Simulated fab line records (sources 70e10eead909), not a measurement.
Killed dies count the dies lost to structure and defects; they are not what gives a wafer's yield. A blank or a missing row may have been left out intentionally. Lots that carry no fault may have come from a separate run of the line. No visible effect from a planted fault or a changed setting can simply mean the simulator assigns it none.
The same fault as seen by 2 desks -- flow nandHarc -- only its own numbers are on each desk; what lay behind them is given at the end

AT THE TOOL OWNER'S DESK: lithoTrack-01
The tool's own readings at NHARC_P_M0_PEB_07 (peb time 65 s): means of the sampled wafers that have a number, for each lot that ran on this tool. The brackets show how far a lot's mean lies from the usual mean; more than 4 standard deviations puts the lot out of limits, marked OUT.
Columns: A = exhaustPa at NHARC_P_M0_PEB_07, usual 45.1 Pa; B = heaterPowerTotalW at NHARC_P_M0_PEB_07, usual 156.6 W; C = plateTempC at NHARC_P_M0_PEB_07, usual 100.00 C
lot,first seen here,A,B,C
L888,day 6 16:39,43.3,156.6,99.92
L892,day 8 17:05,45.4,156.6,100.15
L894,day 9 17:58,45.4,169.3 (+32) OUT,105.65 (+40) OUT
L897,day 11 00:19,45.0,168.8 (+31) OUT,105.84 (+42) OUT
L903,day 13 06:27,43.6,156.2,100.20
L909,day 15 16:11,46.3,156.6,99.96
This desk's finding: out of limits on L894, L897; first on L894, day 9 17:58 (heaterPowerTotalW at NHARC_P_M0_PEB_07). L888, L892, L903, L909: within limits.

THE METROLOGY DESK
What the gauges read, lot by lot, whatever tool the lot ran on: means of the sampled wafers that have a number. The brackets show how far a lot's mean lies from the usual mean; more than 4 standard deviations puts the lot out of limits, marked OUT.
Columns: A = cdNm at NHARC_P_M0_CD_MEAS_09, usual 89.9 nm
lot,first seen here,A
L888,day 6 16:44,90.6
L890,day 7 14:55,90.3
L891,day 8 07:05,90.2
L892,day 8 17:11,89.8
L894,day 9 18:04,108.1 (+32) OUT
L895,day 10 01:25,89.5
L897,day 11 00:25,105.0 (+26) OUT
L903,day 13 06:32,90.1
L904,day 13 16:02,90.2
L906,day 14 06:26,89.9
L909,day 15 16:16,90.2
This desk's finding: out of limits on L894, L897; first on L894, day 9 18:04 (cdNm at NHARC_P_M0_CD_MEAS_09). L888, L890, L891, L892, L895, L903, L904, L906, L909: within limits.

TAKEN TOGETHER
On L894, L897, at day 9 17:58, an alarm was possible from the tool owner's desk.
An alarm was possible from the metrology desk at day 9 18:04, on L894, L897.
On lithoTrack-01, each named lot ran NHARC_P_M0_PEB_07.

WHAT HAD BEEN PUT IN BY THE SIMULATOR
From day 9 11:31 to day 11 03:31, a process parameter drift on lithoTrack-01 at NHARC_P_M0_PEB_07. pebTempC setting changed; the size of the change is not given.
Struck lots among those shown: L894, L897.
Hours from the fault's start to each desk's first reading out of limits: the tool owner's desk, 6; the metrology desk, 7.
